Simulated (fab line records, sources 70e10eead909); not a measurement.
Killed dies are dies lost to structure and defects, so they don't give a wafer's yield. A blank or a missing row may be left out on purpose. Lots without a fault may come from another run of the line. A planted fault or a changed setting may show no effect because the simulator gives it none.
Chamber matching | flow nand_harc | NHARC_A_ZERO_WELL_ETCH_19 on rie_diel-07: 4 sister chambers
The step etches the open film in N2/H2, target depth 80 nm, overetch 24 nm, time 87.88 s. 8 wafers are shown with their chamber, then 8 later ones without.

WAFERS WITH THEIR CHAMBER
wafer  | chamber | showerhead_plenum_p_Torr (Torr) | drypump_motor_current_A (A)
L548.1 | 1       | 2.19                            | 6.0
L553.1 | 2       | 2.09                            | 5.9
L560.2 | 0       | 2.05                            | 4.8
L560.6 | 0       | 2.05                            | 4.8
L562.1 | 3       | 1.97                            | 6.1
L562.2 | 2       | 2.08                            | 5.9
L562.5 | 3       | 1.97                            | 6.0
L564.4 | 1       | 2.18                            | 6.0

WAFERS WITHOUT THEIR CHAMBER
wafer  | showerhead_plenum_p_Torr (Torr) | drypump_motor_current_A (A)
L564.5 | 2.08                            | 6.0
L564.6 | 1.97                            | 6.1
L565.1 | 1.97                            | 6.1
L565.2 | 2.05                            | 4.8
L565.4 | 2.18                            | 5.9
L566.1 | 2.05                            | 4.8
L566.3 | 2.08                            | 6.0
L566.5 | 2.18                            | 6.0

WHICH CHAMBER EACH WENT THROUGH
wafer  | from the rows above | in truth
L564.5 | 2                   | 2
L564.6 | 3                   | 3
L565.1 | 3                   | 3
L565.2 | 0                   | 0
L565.4 | 1                   | 1
L566.1 | 0                   | 0
L566.3 | 2                   | 2
L566.5 | 1                   | 1
Placed correctly: 8 of 8. Can't be placed from these rows: 0. Placed wrongly: 0.
How it was worked out, from the rows above alone: a wafer's distance from a chamber is the root of the sum, over the readings, of the square of ((its reading less the chamber's mean) divided by the reading's scatter). The wafer belongs to the nearest chamber; if the next one is less than 2 further off, it can't be placed. A chamber's mean is the mean of its shown wafers. The scatter: the root of (the sum of the squares of (reading less its chamber's mean) over the shown wafers, divided by (wafers less chambers)).
